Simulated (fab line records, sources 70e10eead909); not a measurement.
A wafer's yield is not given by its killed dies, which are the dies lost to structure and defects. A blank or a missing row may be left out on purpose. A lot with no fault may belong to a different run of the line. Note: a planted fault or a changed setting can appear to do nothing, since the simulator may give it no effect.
Struck lot and sound lot, side by side	flow nandHarc	15 out of 1159 route steps
Sound: the wafers L878.1, L878.2, L878.4. Wafers struck: L876.3, L876.5, L876.6. The cause comes at the end.
Per side, at each step with rows, come the tool, then ch with its chambers, and then its first start. Under that, the readings that differ: sound wafers	struck wafers	difference of the means	sigmas: that difference in standard deviations of wafers without a fault.
alike: same words and numbers on both sides, and readings whose means sit less than 2 such deviations apart. not compared: any withheld reading, any reading some wafer has no value for, any bound like >300 that may hide the same value, and any number with overlapping values for which the record gives no deviation.
The two part at a step that has a row with sigmas, a row that says differs or no value, or rows on one side only. Numbers that don't overlap but have no deviation are shown without sigmas and don't part them. Lack of a reading on every wafer of one side parts them only where that side has two or more wafers.

first, 1 step without rows for these wafers: NHARC_A_ONON_D1_DEP_12 (target thk 1000 nm).
NHARC_A_ONON_D1_THK_MEAS_14: measures by ellipsometry.
  struck on filmMetro-01, day 10 21:01; sound on filmMetro-02, day 11 05:32
  alike: thkNm
then, 2 steps without rows for these wafers: NHARC_A_ONON_D1_ANNEAL_15 (time 3600 s); NHARC_A_ONON_D1_DEP_16 (target thk 1000 nm).
NHARC_A_ONON_D1_THK_MEAS_18: measures by ellipsometry.
  struck on filmMetro-02, day 11 05:04; sound on filmMetro-01, day 11 12:38
  alike: thkNm
then, 1 step without rows for these wafers: NHARC_A_ONON_D1_DEP_19 (target thk 1000 nm).
NHARC_A_ONON_D1_THK_MEAS_21: measures by ellipsometry.
  struck on filmMetro-01, day 11 05:37; sound on filmMetro-01, day 11 13:12
  alike: thkNm
then, 1 step without rows for these wafers: NHARC_A_ONON_D1_DEP_22 (target thk 1000 nm).
NHARC_A_ONON_D1_THK_MEAS_24: measures by ellipsometry.
  struck on filmMetro-01, day 11 06:11; sound on filmMetro-01, day 11 13:47
  alike: thkNm
then, 1 step without rows for these wafers: NHARC_A_ONON_D1_DEP_25 (target thk 1000 nm).
NHARC_A_ONON_D1_THK_MEAS_27: measures by ellipsometry.
  struck on filmMetro-02, day 11 06:46; sound on filmMetro-02, day 11 14:22
reading	sound	struck	difference	sigmas
thkNm (nm)	973 973 974	1000 998 1000	+26	+2
NHARC_A_ONON_D1_DEP_28: target thk 1000 nm.
  sound on pecvdOnon-01 ch 0, day 11 14:25; struck on pecvdOnon-03 ch 0, day 11 06:56
  alike: susceptorTempC
NHARC_A_ONON_D1_THK_MEAS_30: measures by ellipsometry.
  struck on filmMetro-02, day 11 07:19; sound on filmMetro-02, day 11 14:56
reading	sound	struck	difference	sigmas
thkNm (nm)	1002 1000 999	596 596 595	-405	-57
NHARC_A_ONON_D1_DEP_33: deposits SiO2, target thk 200 nm.
  sound on pecvd-02 ch 1,2, day 11 15:04; struck on pecvd-04 ch 0,1,2, day 11 07:28
  alike: heaterPowerW, susceptorTempC, throttleValvePct
-- record jumps: 11 days between struck wafers' starts before vs after; left off in module A_ONON_D1, resumes in module END, first step shown is number 1159 of the route --
NHARC_END_SORT_01:
  sound on prober-01 ch 0, day 22 14:11; struck on prober-02 ch 0, day 22 14:59
reading	sound	struck	difference	sigmas
killedAtArray	18	676 674 676	+657	+66
killedDies	20	677 677 677	+657	+66
  alike: killedAtOther, killedAtPeriphery, killedOpen, killedShort

WHERE THEY PART
Earliest at NHARC_A_ONON_D1_THK_MEAS_27; latest, in this record, at NHARC_END_SORT_01.

WHY: what had been put in by the simulator
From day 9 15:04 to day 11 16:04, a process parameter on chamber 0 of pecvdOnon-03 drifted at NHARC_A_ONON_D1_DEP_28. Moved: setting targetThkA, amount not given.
